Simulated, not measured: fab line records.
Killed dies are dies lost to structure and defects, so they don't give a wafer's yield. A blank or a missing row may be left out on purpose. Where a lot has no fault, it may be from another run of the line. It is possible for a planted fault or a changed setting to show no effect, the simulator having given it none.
Matching of chambers / flow nandHarc / rieDiel-12 running NHARC_P_GATE_DESCUM_61: 4 sister chambers
The step chemistry O2, time 3 s. 4 wafers are shown with their chamber, then 12 later ones without.

== WAFERS PAIRED WITH THEIR CHAMBERS ==
wafer=L087.4; chamber=2; showerheadPlenumPTorr (Torr)=1.87
wafer=L090.2; chamber=1; showerheadPlenumPTorr (Torr)=1.82
wafer=L090.3; chamber=3; showerheadPlenumPTorr (Torr)=1.96
wafer=L090.4; chamber=0; showerheadPlenumPTorr (Torr)=1.99

== WAFERS MISSING THEIR CHAMBER ==
wafer=L093.3; showerheadPlenumPTorr (Torr)=1.87
wafer=L093.5; showerheadPlenumPTorr (Torr)=1.82
wafer=L093.6; showerheadPlenumPTorr (Torr)=1.87
wafer=L094.2; showerheadPlenumPTorr (Torr)=1.87
wafer=L094.3; showerheadPlenumPTorr (Torr)=1.98
wafer=L094.4; showerheadPlenumPTorr (Torr)=1.96
wafer=L096.1; showerheadPlenumPTorr (Torr)=1.82
wafer=L096.3; showerheadPlenumPTorr (Torr)=1.98
wafer=L096.4; showerheadPlenumPTorr (Torr)=1.87
wafer=L097.3; showerheadPlenumPTorr (Torr)=1.98
wafer=L097.4; showerheadPlenumPTorr (Torr)=1.96
wafer=L097.6; showerheadPlenumPTorr (Torr)=1.98

== THE CHAMBER EACH PASSED THROUGH ==
wafer=L093.3; from the rows above=2; in truth=2
wafer=L093.5; from the rows above=1; in truth=1
wafer=L093.6; from the rows above=2; in truth=2
wafer=L094.2; from the rows above=2; in truth=2
wafer=L094.3; from the rows above=can't be placed: 0 or 3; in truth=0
wafer=L094.4; from the rows above=3; in truth=3
wafer=L096.1; from the rows above=1; in truth=1
wafer=L096.3; from the rows above=can't be placed: 0 or 3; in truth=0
wafer=L096.4; from the rows above=2; in truth=2
wafer=L097.3; from the rows above=can't be placed: 0 or 3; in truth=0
wafer=L097.4; from the rows above=3; in truth=3
wafer=L097.6; from the rows above=can't be placed: 0 or 3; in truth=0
Placed correctly: 8 of 12. These rows do not allow placing 4 (true chamber among the candidates in 4). Placed wrongly: 0.
How it was worked out, from the rows above alone: a wafer's distance from a chamber is the root of the sum, over the readings, of the square of ((its reading less the chamber's mean) divided by the reading's scatter). If the next closest chamber is less than 2 further off than the closest, the wafer can't be placed; otherwise it belongs to the closest. Each chamber's mean is taken over the wafers shown for it. The scatter: root of mean squared gap, hidden wafer to nearest shown wafer, with one shown wafer a chamber.
